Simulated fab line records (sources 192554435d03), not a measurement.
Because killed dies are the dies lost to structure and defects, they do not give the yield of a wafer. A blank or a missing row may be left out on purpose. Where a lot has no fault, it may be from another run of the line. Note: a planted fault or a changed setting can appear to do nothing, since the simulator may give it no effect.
fab line records | flow n5_finfet | part 1 of 2: steps 1 to 13 of 27
[record] lots = 5 wafers = 15 last_day = 19
route steps=1938 shown FIN_SAQP@133 FIN_CUT@154
lots untouched by any fault: they come from a run of this same line in which no faults occurred
start_h: start of the lot's first displayed wafer, in hours after the record's first day | wait_h: how many hours have passed since the lot's step before this one | " as in the row above | L1.1+2: a row that stands for several wafers | - value missing, or start not given | * or withheld: withheld | < > ~ a bound
route shown NAME@n: NAME is a module with steps in the file, n the number in the route of the first one | usual: mean/standard deviation of fault-free wafers | same: alike in all rows | chamber/n: place in a boat | sites: per-site readings | _std_site: their standard deviation | _edge_site: outer sites' mean less inner sites' | radius_mm: how far each site lies from the wafer's centre | mask NAME#n: copy n | behind: the last tool/chamber to shape the wafer | hold: reason for holding the lot/hours on hold/outcome of the hold | device: which transistor (n, p or np) failed to switch | end of line: at the end of the route, the tests of the same wafers | a step without rows: its recipe alone | killed: dies lost to structure and defects at the first sort, not the wafer's yield | map: dies across one wafer; x = killed, . = not, _ = none there
set.NAME: the setting the step ran with; set.NAME@STEP: the setting that earlier step ran with | model.NAME: the simulator's own value behind a step, which no gauge read
certain route steps with their lots: each step a table, each wafer a row
services: the hour from which a tool's chamber was out of use, counted from the record's first day as start_h (under 0 if before that day), plus the number of hours and why
[[steps]]
[step N5_FIN_SAQP_COAT_68]
[recipe] resist = SOC temp_c = 250 time_s = 60 spin_rpm = 1500 resist_thk_nm = 100
[usual] dispense_pressure_kPa = 50.0/0.65
// columns lot.wafer tool chamber start_h wait_h dispense_pressure_kPa
L074.2 litho_track-01 0 25.80 0.3 50.9
L074.4 " 0 " " 50.9
L074.6 " 0 " " 50.9
L087.1 litho_track-05 0 102.86 0.3 49.1
L087.2 " 0 " " 49.1
L087.6 " 0 " " 49.2
L089.3 litho_track-04 0 114.47 0.2 50.2
L089.5 " 0 " " 50.2
L089.6 " 0 " " 50.2
L096.2 litho_track-04 0 156.96 0.3 50.2
L096.5 " 0 " " 50.2
L096.6 " 0 " " 50.2
L097.2 litho_track-04 0 163.61 0.3 50.2
L097.4 " 0 " " 50.2
L097.5 " 0 " " 50.2
[step N5_FIN_SAQP_ETCH_69]
[recipe] chemistry = N2/H2 target = SOC target_depth_a = 1500 stop_on = SiNx ion_energy_ev = 100 bias_w = 61 pressure_mtorr = 30 source_w = 850 n2_flow_sccm = 200 h2_flow_sccm = 200
[usual] drypump_motor_current_A = 5.7/0.36 h2_flow_sccm = 200.0/0.63 oes_product_au = 0.79/0.11 rf_vpp_V = 240.5/1.6 showerhead_plenum_p_Torr = 2.53/0.11 throttle_valve_pct = 17.88/0.25
// columns lot.wafer tool chamber start_h wait_h drypump_motor_current_A h2_flow_sccm oes_product_au rf_hours_counter_h rf_vpp_V showerhead_plenum_p_Torr throttle_valve_pct
L074.2 rie_diel-05 3 25.86 - 5.5 200.5 0.72 187 241.5 2.64 17.97
L074.4 " 2 " " 5.7 200.7 0.96 1 241.7 2.69 17.51
L074.6 " 1 " " 5.6 200.0 0.68 - 239.0 2.52 18.14
L087.1 rie_diel-05 1 103.03 - 5.6 199.4 0.67 241 239.8 2.51 18.19
L087.2 " 0 " " 5.6 200.0 0.80 89 239.2 2.38 18.17
L087.6 " 0 " " 5.6 200.0 0.81 - 238.5 2.38 18.17
L089.3 rie_diel-01 2 114.53 - 5.1 199.5 0.67 253 240.3 2.48 17.70
L089.5 " 2 " " 5.1 199.9 0.67 - 242.0 2.48 17.71
L089.6 " 3 " " 6.5 200.6 0.94 - 243.0 2.71 17.79
L096.2 rie_diel-05 0 157.04 - 5.6 200.1 0.79 110 237.7 2.37 18.20
L096.5 " 0 " " 5.5 199.8 0.78 - 238.2 2.37 18.21
L096.6 " 1 " " 5.6 199.9 0.95 - 239.3 2.51 17.70
L097.2 rie_diel-05 3 163.71 - 5.5 199.9 0.69 233 240.6 2.62 18.05
L097.4 " 1 " " 5.5 198.8 0.96 3 240.4 2.50 17.73
L097.5 " 2 " " 5.7 200.4 0.85 - 243.4 2.67 17.58
[step N5_FIN_SAQP_ETCH_67]
[recipe] chemistry = CH3F/O2 target = SiNx target_depth_a = 300 mask_material = SOC pressure_mtorr = 30 source_w = 395 bias_w = 73 Ar_flow_sccm = 150 CH3F_flow_sccm = 30 O2_flow_sccm = 20 ion_energy_ev = 120
[usual] CH3F_flow_sccm = 29.98/0.086 drypump_motor_current_A = 5.7/0.36 oes_ar_750_au = 0.80/0.11 oes_product_au = 0.80/0.11 rf_vpp_V = 301/5.7 showerhead_plenum_p_Torr = 1.99/0.091 throttle_valve_pct = 16.42/0.25
// columns lot.wafer tool chamber start_h wait_h CH3F_flow_sccm drypump_motor_current_A oes_ar_750_au oes_product_au rf_hours_counter_h rf_vpp_V showerhead_plenum_p_Torr throttle_valve_pct
L074.2 rie_diel-05 3 25.92 0.0 30.01 5.5 0.73 0.74 187 304 2.07 16.58
L074.4 " 2 " " 30.03 5.6 0.96 0.99 1 305 2.12 16.08
L074.6 " 1 " " 29.78 5.6 0.69 0.69 - 291 1.99 16.64
L087.1 rie_diel-05 1 103.09 0.0 30.07 5.5 0.68 0.67 241 291 1.98 16.69
L087.2 " 0 " " 30.09 5.5 0.80 0.82 89 291 1.85 16.60
L087.6 " 0 " " 30.07 5.5 0.81 0.81 - 289 1.86 16.60
L089.3 rie_diel-01 2 114.59 0.0 30.09 5.1 0.68 0.68 253 310 1.95 16.45
L089.5 " 2 " " 30.03 5.1 0.69 0.68 - 308 1.95 16.42
L089.6 " 3 " " 30.02 6.5 0.97 0.97 - 307 2.15 16.52
L096.2 rie_diel-05 0 157.10 0.0 29.93 5.5 0.79 0.79 110 292 1.85 16.63
L096.5 " 0 " " 29.87 5.5 0.78 0.79 - 291 1.85 16.65
L096.6 " 1 " " 29.98 5.6 0.96 0.96 - 292 1.98 16.21
L097.2 rie_diel-05 3 163.77 0.0 29.94 5.5 0.70 0.70 233 302 2.06 16.65
L097.4 " 1 " " 29.91 5.5 0.95 0.96 3 293 1.98 16.20
L097.5 " 2 " " 29.94 5.6 0.85 0.87 - 303 2.11 16.16
[step N5_FIN_SAQP_STRIP_70]
[recipe] chemistry = N2/H2 power_w = 500 temp_c = 40 pressure_mtorr = 50 rf_frequency_hz = 6e+07 overash_fraction = 0.3 bias_power_w = 28 h2_frac = 0.5 n2_flow_sccm = 300 h2_flow_sccm = 300
[usual] drypump_motor_current_A = 5.7/0.35 h2_flow_sccm = 299.9/0.79 oes_product_au = 0.80/0.11 rf_vpp_V = 121.9/1 showerhead_plenum_p_Torr = 3.35/0.14 throttle_valve_pct = 18.9/0.34
// columns lot.wafer tool chamber start_h wait_h drypump_motor_current_A h2_flow_sccm oes_product_au rf_hours_counter_h rf_vpp_V showerhead_plenum_p_Torr throttle_valve_pct
L074.2 rie_diel-05 3 25.96 0.0 5.5 299.5 0.73 187 122.0 3.49 18.8
L074.4 " 2 " " 5.6 299.4 0.97 1 123.6 3.55 18.6
L074.6 " 1 " " 5.6 299.1 0.69 - 123.8 3.33 19.4
L087.1 rie_diel-05 1 103.13 0.0 5.5 299.4 0.66 241 121.7 3.32 19.4
L087.2 " 0 " " 5.5 300.0 0.81 89 121.6 3.15 19.3
L087.6 " 0 " " 5.5 299.9 0.81 - 121.9 3.15 19.3
L089.3 rie_diel-01 2 114.63 0.0 5.1 299.3 0.68 253 121.1 3.28 18.5
L089.5 " 2 " " 5.1 300.1 0.67 - 122.0 3.28 18.4
L089.6 " 3 " " 6.5 301.0 0.95 - 121.1 3.57 18.7
L096.2 rie_diel-05 0 157.14 0.0 5.6 300.1 0.80 110 120.6 3.13 19.3
L096.5 " 0 " " 5.6 300.3 0.78 - 121.2 3.14 19.3
L096.6 " 1 " " 5.6 301.9 0.96 - 121.3 3.31 19.0
L097.2 rie_diel-05 3 163.81 0.0 5.5 299.0 0.69 233 121.5 3.46 18.9
L097.4 " 1 " " 5.6 298.8 0.95 3 122.1 3.31 19.0
L097.5 " 2 " " 5.6 300.1 0.86 - 123.2 3.53 18.7
[step N5_FIN_SAQP_RECESS_71]
[recipe] chemistry = HF/NH3 target = SiO2 target_depth_a = 30 afs_cycles = 1 temp_c = 30 sublimation_temp_c = 180 sublimation_time_s = 60
[usual] drypump_motor_current_A = 5.74/0.087 sublimation_temp_c = 179.99/0.15
// columns lot.wafer tool chamber start_h wait_h drypump_motor_current_A sublimation_temp_c
L074.2 vapor_etch-02 0 26.02 0.0 5.89 180.01
L074.4 " 1 " " 5.75 179.89
L074.6 " 0 " " 5.86 179.99
L087.1 vapor_etch-01 0 103.19 0.0 5.75 179.95
L087.2 " 1 " " 5.62 180.20
L087.6 " 0 " " 5.75 179.86
L089.3 vapor_etch-02 0 114.73 0.1 5.81 179.89
L089.5 " 1 " " 5.75 180.14
L089.6 " 0 " " 5.84 180.01
L096.2 vapor_etch-01 0 157.20 0.0 5.75 179.98
L096.5 " 1 " " 5.61 180.20
L096.6 " 0 " " 5.75 180.10
L097.2 vapor_etch-02 1 163.87 0.0 5.77 180.37
L097.4 " 1 " " 5.79 180.06
L097.5 " 1 " " 5.76 179.94
[step N5_FIN_SAQP_SPACER2_ALD_28]
[recipe] material = SiO2 target_thk_a = 81 temp_c = 300 ald_precursor_family = BDEAS ald_co_reactant = O2-plasma pulse_time_s = 1 purge_time_s = 2 co_reactant_purge_time_s = 2 pressure_torr = 2
[usual] heater_power_w = 459/34 precursor_pulse_height_rel = 0.999/0.018
[same] pulse_time_s = 1
// columns lot.wafer tool chamber start_h wait_h heater_power_w precursor_pulse_height_rel
L074.2 ald_sin-04 2 26.16 0.1 464 0.988
L074.4 " 1 " " 433 1.029
L074.6 " 1 " " 438 1.030
L087.1 ald_sin-04 0 103.33 0.1 459 1.010
L087.2 " 1 " " 433 0.995
L087.6 " 1 " " 438 1.004
L089.3 ald_sin-01 0 114.83 0.1 442 1.000
L089.5 " 3 " " 463 1.013
L089.6 " 0 " " 429 0.956
L096.2 ald_sin-01 0 157.99 0.8 428 1.013
L096.5 " 1 " " 435 0.999
L096.6 " 2 " " 486 0.987
L097.2 ald_sin-04 3 164.02 0.1 431 0.979
L097.4 " 2 " " 463 0.987
L097.5 " 1 " " 434 1.037
[step N5_FIN_SAQP_SPACER2_ETCHBACK_29]
[recipe] chemistry = CHF3/O2 mode = anisotropic_etchback target = SiO2 target_depth_a = 122 time_s = 6.1 pressure_mtorr = 30 source_w = 650 bias_w = 170 Ar_flow_sccm = 200 CHF3_flow_sccm = 50 O2_flow_sccm = 5 ion_energy_ev = 200
[usual] CHF3_flow_sccm = 50.01/0.16 drypump_motor_current_A = 5.7/0.39 oes_ar_750_au = 0.80/0.11 oes_product_au = 0.80/0.11 rf_vpp_V = 531/9.5 showerhead_plenum_p_Torr = 2.40/0.1 throttle_valve_pct = 18.94/0.23
// columns lot.wafer tool chamber start_h wait_h CHF3_flow_sccm drypump_motor_current_A oes_ar_750_au oes_product_au rf_hours_counter_h rf_vpp_V showerhead_plenum_p_Torr throttle_valve_pct
L074.2 rie_diel-05 3 26.49 0.2 50.06 5.5 0.73 0.73 187 534 2.50 19.10
L074.4 " 0 " " 49.93 5.6 0.84 0.84 65 513 2.24 19.10
L074.6 " 2 " " 50.19 5.6 0.96 0.96 - 536 2.55 18.59
L087.1 rie_diel-05 1 103.66 0.2 49.94 5.6 0.68 0.66 242 516 2.39 19.24
L087.2 " 0 " " 50.06 5.5 0.81 0.81 90 514 2.24 19.13
L087.6 " 0 " " 50.10 5.5 0.81 0.82 - 513 2.24 19.12
L089.3 rie_diel-01 3 115.16 0.2 49.96 6.5 0.95 0.97 6 539 2.59 19.15
L089.5 " 1 " " 49.97 5.8 0.93 0.94 - 519 2.37 18.69
L089.6 " 2 " " 50.05 5.1 0.68 0.69 - 543 2.36 18.92
L096.2 rie_diel-03 3 158.32 0.2 50.10 6.4 0.72 0.73 179 541 2.39 18.66
L096.5 " 1 " " 50.11 5.5 0.89 0.90 - 541 2.55 18.90
L096.6 " 3 " " 50.22 6.4 0.71 0.72 - 542 2.39 18.68
L097.2 rie_diel-03 3 164.42 0.3 50.25 6.4 0.71 0.73 181 541 2.39 18.69
L097.4 " 3 " " 50.14 6.4 0.72 0.73 - 542 2.38 18.67
L097.5 " 2 " " 49.97 5.7 0.68 0.69 - 529 2.29 19.17
[step N5_FIN_SAQP_MANDREL2_REMOVE_60]
[recipe] chemistry = HBr/Cl2/O2 bt_time_s = 10 target = a-Si stop_on = SiNx endpoint = OES-SiCl over_etch_frac = 1 icp_w = 600 bias_w = 22 HBr_flow_sccm = 150 Cl2_flow_sccm = 80 O2_flow_sccm = 5 pressure_mtorr = 10
[usual] drypump_motor_current_A = 5.7/0.51 oes_product_au = 0.998/0.018 throttle_valve_pct = 36.7/0.35
// columns lot.wafer tool chamber start_h wait_h drypump_motor_current_A oes_product_au rf_hours_counter_h throttle_valve_pct
L074.2 rie_si-04 0 26.58 0.1 6.4 0.997 8 36.3
L074.4 " 3 " " 4.9 1.004 148 36.8
L074.6 " 1 " " 4.9 0.995 - 36.7
L087.1 rie_si-02 1 103.75 0.1 6.4 1.011 2 37.1
L087.2 " 0 " " 5.4 1.006 71 37.1
L087.6 " 1 " " 6.4 1.024 - 37.0
L089.3 rie_si-02 1 115.25 0.1 6.4 1.030 3 37.1
L089.5 " 0 " " 5.4 1.017 - 37.1
L089.6 " 3 " " 5.5 0.990 - 37.0
L096.2 rie_si-01 1 158.40 0.1 6.3 0.994 100 36.3
L096.5 " 0 " " 6.0 0.997 - 36.8
L096.6 " 1 " " 6.3 0.995 - 36.2
L097.2 rie_si-02 3 164.51 0.1 5.6 0.986 176 37.0
L097.4 " 1 " " 6.4 1.028 4 37.1
L097.5 " 3 " " 5.6 0.983 - 37.0
[step N5_FIN_SAQP_CD_MEAS_31]
[recipe] target_cd_nm = 8 landing_energy_ev = 1000 detector = se_inlens polarity = line
[usual] cd_nm = 8.12/0.21
// columns lot.wafer tool chamber start_h wait_h cd_nm
L074.2 cd_sem-03 0 26.69 0.1 8.18
L074.4 " 0 " " 8.02
L074.6 " 0 " " 7.98
L087.1 cd_sem-03 0 103.86 0.1 8.25
L087.2 " 0 " " 7.55
L087.6 " 0 " " 8.05
L089.3 cd_sem-02 0 115.36 0.1 8.36
L089.5 " 0 " " 7.94
L089.6 " 0 " " 7.94
L096.2 cd_sem-02 0 158.51 0.1 8.35
L096.5 " 0 " " 8.28
L096.6 " 0 " " 8.40
L097.2 cd_sem-03 0 164.62 0.1 8.16
L097.4 " 0 " " 8.03
L097.5 " 0 " " 7.76
[step N5_FIN_SAQP_HM_OPEN_33]
[recipe] chemistry = CH3F/O2 target = SiNx mask_material = SiO2 target_depth_a = 494 time_s = 70.6 pressure_mtorr = 30 source_w = 395 bias_w = 73 Ar_flow_sccm = 150 CH3F_flow_sccm = 30 O2_flow_sccm = 20 ion_energy_ev = 120 ends = cleared
[usual] CH3F_flow_sccm = 29.99/0.082 drypump_motor_current_A = 5.7/0.37 etch_rf_on_time_s = 69.4/1.9 oes_ar_750_au = 0.79/0.1 oes_product_au = 0.68/0.092 rf_vpp_V = 301/5.6 showerhead_plenum_p_Torr = 1.99/0.093 throttle_valve_pct = 16.38/0.23
// columns lot.wafer tool chamber start_h wait_h CH3F_flow_sccm drypump_motor_current_A etch_rf_on_time_s oes_ar_750_au oes_product_au rf_hours_counter_h rf_vpp_V showerhead_plenum_p_Torr throttle_valve_pct
L074.2 rie_diel-05 2 26.73 0.0 29.85 5.6 67.9 0.96 0.84 1 303 2.12 16.05
L074.4 " 1 " " 29.94 5.6 70.2 0.69 0.59 217 293 1.99 16.62
L074.6 " 3 " " 30.04 5.5 67.8 0.74 0.63 - 304 2.07 16.56
L087.1 rie_diel-03 2 103.90 0.0 29.91 5.7 71.7 0.70 0.60 203 300 1.90 16.59
L087.2 " 1 " " 29.96 5.5 66.9 0.93 0.80 21 306 2.13 16.28
L087.6 " 0 " " 30.13 5.6 73.2 0.70 0.60 - 301 1.88 16.28
L089.3 rie_diel-01 1 115.41 0.0 29.91 5.8 66.4 0.93 0.80 33 295 1.96 16.11
L089.5 " 1 " " 29.82 5.8 68.0 0.93 0.79 - 294 1.96 16.10
L089.6 " 3 " " 30.02 6.5 67.3 0.96 0.81 - 306 2.15 16.48
L096.2 rie_diel-03 1 158.56 0.0 29.85 5.4 66.8 0.89 0.76 42 309 2.12 16.31
L096.5 " 2 " " 30.02 5.7 69.8 0.68 0.58 - 301 1.90 16.62
L096.6 " 1 " " 29.99 5.4 66.5 0.90 0.77 - 306 2.12 16.32
L097.2 rie_diel-01 3 164.83 0.2 29.96 6.5 67.3 0.90 0.77 27 306 2.15 16.54
L097.4 " 1 " " 30.04 5.8 68.2 0.90 0.76 53 295 1.96 16.13
L097.5 " 1 " " 29.93 5.8 67.4 0.89 0.76 - 295 1.96 16.15
[step N5_FIN_SAQP_ETCH_34]
[recipe] chemistry = C4F6/O2 target = SiO2 target_depth_a = 450 time_s = 15 ion_energy_ev = 250 pressure_mtorr = 30 source_w = 345 bias_w = 185 Ar_flow_sccm = 300 C4F6_flow_sccm = 10 O2_flow_sccm = 10 ends = cleared
[usual] drypump_motor_current_A = 5.7/0.37 etch_rf_on_time_s = 14.94/0.3 oes_ar_750_au = 0.79/0.1 oes_product_au = 0.68/0.091 rf_vpp_V = 675/12 showerhead_plenum_p_Torr = 2.83/0.13 throttle_valve_pct = 21.10/0.24
// columns lot.wafer tool chamber start_h wait_h drypump_motor_current_A etch_rf_on_time_s oes_ar_750_au oes_product_au rf_hours_counter_h rf_vpp_V showerhead_plenum_p_Torr throttle_valve_pct
L074.2 rie_diel-05 2 26.80 0.0 5.6 15.11 0.97 0.83 1 681 3.01 20.78
L074.4 " 1 " " 5.6 15.34 0.69 0.59 217 656 2.83 21.39
L074.6 " 3 " " 5.5 14.73 0.74 0.62 - 677 2.95 21.24
L087.1 rie_diel-03 2 103.97 0.0 5.6 15.33 0.70 0.59 203 674 2.71 21.25
L087.2 " 1 " " 5.4 14.72 0.92 0.80 21 686 3.02 21.07
L087.6 " 0 " " 5.7 15.31 0.71 0.59 - 672 2.69 20.90
L089.3 rie_diel-01 1 115.48 0.0 5.8 14.63 0.93 0.80 33 660 2.80 20.89
L089.5 " 1 " " 5.8 14.54 0.93 0.80 - 659 2.80 20.89
L089.6 " 3 " " 6.5 14.53 0.97 0.82 - 686 3.06 21.37
L096.2 rie_diel-03 1 158.63 0.0 5.5 14.69 0.89 0.76 42 686 3.01 21.08
L096.5 " 2 " " 5.7 15.24 0.68 0.59 - 674 2.70 21.28
L096.6 " 1 " " 5.5 14.73 0.90 0.76 - 685 3.01 21.09
L097.2 rie_diel-01 3 164.90 0.0 6.5 14.68 0.91 0.77 27 684 3.05 21.41
L097.4 " 1 " " 5.8 14.74 0.89 0.76 53 658 2.79 20.93
L097.5 " 1 " " 5.9 14.65 0.90 0.77 - 659 2.79 20.92
[step N5_FIN_SAQP_STRIP_77]
[recipe] chemistry = N2/H2 time_s = 90 power_w = 100 temp_c = 40 pressure_mtorr = 100 rf_frequency_hz = 6e+07 bias_power_w = 3 n2_flow_sccm = 300 h2_flow_sccm = 300
[usual] drypump_motor_current_A = 5.7/0.37 h2_flow_sccm = 299.9/0.81 oes_product_au = 0.79/0.11 rf_vpp_V = 45.2/0.88 showerhead_plenum_p_Torr = 3.37/0.15 throttle_valve_pct = 12.25/0.26
// columns lot.wafer tool chamber start_h wait_h drypump_motor_current_A h2_flow_sccm oes_product_au rf_hours_counter_h rf_vpp_V showerhead_plenum_p_Torr throttle_valve_pct
L074.2 rie_diel-05 2 26.83 0.0 5.7 299.5 0.96 2 45.9 3.57 11.82
L074.4 " 1 " " 5.6 300.9 0.69 217 44.5 3.35 12.54
L074.6 " 3 " " 5.5 299.9 0.72 - 45.4 3.50 12.45
L087.1 rie_diel-03 2 104.00 0.0 5.7 298.0 0.70 203 45.3 3.24 12.51
L087.2 " 1 " " 5.5 300.4 0.93 21 45.3 3.61 12.09
L087.6 " 0 " " 5.7 299.8 0.68 - 44.6 3.20 12.34
L089.3 rie_diel-01 1 115.50 0.0 5.8 301.0 0.93 33 45.2 3.33 12.05
L089.5 " 1 " " 5.9 299.6 0.93 - 44.9 3.33 12.04
L089.6 " 3 " " 6.5 300.4 0.95 - 45.0 3.58 12.05
L096.2 rie_diel-03 1 158.65 0.0 5.5 299.6 0.89 42 44.3 3.60 12.15
L096.5 " 2 " " 5.7 299.8 0.69 - 45.3 3.23 12.58
L096.6 " 1 " " 5.5 300.7 0.88 - 45.8 3.60 12.15
L097.2 rie_diel-01 3 164.92 0.0 6.4 301.8 0.89 27 45.7 3.57 12.10
L097.4 " 1 " " 5.9 300.6 0.89 53 46.7 3.32 12.10
L097.5 " 1 " " 5.9 299.0 0.89 - 47.3 3.32 12.09
[step N5_FIN_SAQP_HM_CD_35]
[recipe] target_cd_nm = 8 polarity = line
[usual] cd_nm = 8.13/0.23
// columns lot.wafer tool chamber start_h wait_h cd_nm
L074.2 cd_sem-03 - 26.95 0.1 7.67
L074.4 " - " " 7.59
L074.6 " - " " 8.11
L087.1 cd_sem-03 - 104.12 0.1 8.09
L087.2 " - " " 7.92
L087.6 " - " " 8.31
L089.3 cd_sem-03 - 115.63 0.1 8.26
L089.5 " - " " 7.93
L089.6 " - " " 8.07
L096.2 cd_sem-03 - 158.78 0.1 8.24
L096.5 " - " " 8.04
L096.6 " - " " 8.25
L097.2 cd_sem-01 - 165.05 0.1 8.21
L097.4 " - " " 8.26
L097.5 " - " " 7.83
